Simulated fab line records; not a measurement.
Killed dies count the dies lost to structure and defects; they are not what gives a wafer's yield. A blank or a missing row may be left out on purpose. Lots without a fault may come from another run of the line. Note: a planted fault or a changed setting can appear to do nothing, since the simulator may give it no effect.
Struck lot and sound lot, side by side ; flow n5_finfet ; 16 steps out of a route of 1938
Sound: these wafers, L955.1, L955.4, L955.5. Struck: wafers L967.2, L967.3 (left out: L967.6, a lot-mate that was not struck); the cause follows at the end.
For every step that has rows: the tool of each side, followed by ch and its chambers, followed by its first start. Under that, the readings that differ: sound wafers ; struck wafers ; difference of the means ; sigmas: that difference in standard deviations of wafers without a fault.
alike: words and numbers the same on both sides, and readings whose means are apart by under 2 such deviations; not compared: readings that were withheld, readings missing a value for some wafer, numbers with overlapping values and no deviation given by the record, and bounds like >300 which may hide the same value.
A row with sigmas, a row that says differs or no value, or rows on one side alone: a step with any of these is where the two part. Non-overlapping numbers with no deviation appear without sigmas and do not part them. A reading that every wafer of one side lacks parts them only if that side has two wafers or more.

N5_HKMG_FIN_STRIP_89: strips SOC in N2/H2, time 20 s.
  sound on rie_diel-03 ch 0,2,3, day 6 00:56; struck on rie_diel-05 ch 0,3, day 9 03:10
  alike: bias_power_w, drypump_motor_current_A, oes_product_au, rf_vpp_V, showerhead_plenum_p_Torr, temp_c, throttle_valve_pct
  not compared: rf_hours_counter_h
then, 2 steps without rows for these wafers: N5_HKMG_FIN_WET_ETCH_87 (etches TiN in SC1, time 154.2 s, target depth 4.7 nm, rinse time 30 s); N5_HKMG_FIN_STRIP_88 (strips in N2/H2, time 360 s).
N5_HKMG_FIN_NWFM_ALD_20: deposits TiAlC, target thk 2 nm, pulse time 3 s, purge time 2 s.
  sound on ald_metal-04 ch 0,2, day 6 01:31; struck on ald_metal-01 ch 0,1, day 9 03:45
  alike: heater_power_w, precursor_pulse_height_rel
  not compared: ald_cycles
then, 2 steps without rows for these wafers: N5_HKMG_FIN_ALD_71 (deposits TiN, target thk 1 nm, pulse time 1 s, purge time 3 s); N5_HKMG_FIN_COAT_66 (time 60 s, resist thk 300 nm).
N5_HKMG_FIN_ETCH_67: etches SOC in N2/H2, stops on TiN, target depth 388.9 nm.
  sound on rie_diel-05 ch 1,3, day 6 01:58; struck on rie_diel-01 ch 2,3, day 9 04:17
  alike: drypump_motor_current_A, oes_product_au, rf_vpp_V, showerhead_plenum_p_Torr, throttle_valve_pct
  not compared: rf_hours_counter_h
N5_HKMG_FIN_STRIP_90: strips SOC in N2/H2, time 20 s.
  sound on rie_diel-05 ch 1,3, day 6 02:01; struck on rie_diel-01 ch 2,3, day 9 04:20
reading;sound;struck;difference;sigmas
throttle_valve_pct (%);19.8 18.9 19.8;18.9 18.7;-0.7;-2
  alike: bias_power_w, drypump_motor_current_A, oes_product_au, rf_vpp_V, showerhead_plenum_p_Torr, temp_c
  not compared: rf_hours_counter_h
then, 2 steps without rows for these wafers: N5_HKMG_FIN_WET_ETCH_73 (etches the open film in SC1, time 42.3 s, target depth 1.3 nm, rinse time 30 s); N5_HKMG_FIN_ETCHBACK_68 (etches the open film in Cl2/Ar, stops on HfO2, target depth 0.5 nm).
N5_HKMG_FIN_STRIP_69: strips in N2/H2, time 360 s.
  sound on plasma_asher-02 ch 0,1, day 6 02:20; struck on plasma_asher-01 ch 1, day 9 04:38
  alike: drypump_motor_current_A, heater_power_w, temp_c
  not compared: rf_hours_counter_h
then, 1 step without rows for these wafers: N5_HKMG_FIN_ALD_21 (deposits TiN, target thk 1.5 nm, pulse time 1 s, purge time 3 s).
N5_HKMG_FIN_ALD_72: deposits W, target thk 2 nm, pulse time 1 s, purge time 2 s.
  sound on cvd_w-01 ch 0,1, day 6 03:04; struck on cvd_w-02 ch 0,1, day 9 05:23
reading;sound;struck;difference;sigmas
ald_cycles;7 7 7;12 12;+5;
model.W_of_HKMG_FIN_ALD_72.thk_nm (nm);1.8 2 1.8;3.4 3.4;+1.5;
  alike: heater_power_w, precursor_pulse_height_rel
then, 1 step without rows for these wafers: N5_HKMG_FIN_W_FILL_22 (material W, target thk 60 nm, time 18.2 s).
-- the record jumps here: 4 days lie between the struck wafers' starts before and after (it left off in module HKMG_FIN and takes up again in module BEOL_M4, whose first step shown is number 1111 of the route) --
N5_BEOL_M4_RC_MEAS_101:
  sound on prober-01 ch 0, day 9 21:21; struck on prober-01 ch 0, day 13 08:48
reading;sound;struck;difference;sigmas
VT_N (mV);247 250 250;258 258;+9;+3
  alike: DIBL_N, DIBL_P, IOFF_N, IOFF_P, ION_N, ION_P, SS_N, SS_P, VT_P
N5_PASSIVATION_PROBE_49:
  sound wafers here have rows in the record (prober-01, day 13 13:59); struck ones have none

## WHERE THEY PART
At N5_HKMG_FIN_STRIP_90 first; at N5_PASSIVATION_PROBE_49 last (within this record only).

WHY: what had been put in by the simulator
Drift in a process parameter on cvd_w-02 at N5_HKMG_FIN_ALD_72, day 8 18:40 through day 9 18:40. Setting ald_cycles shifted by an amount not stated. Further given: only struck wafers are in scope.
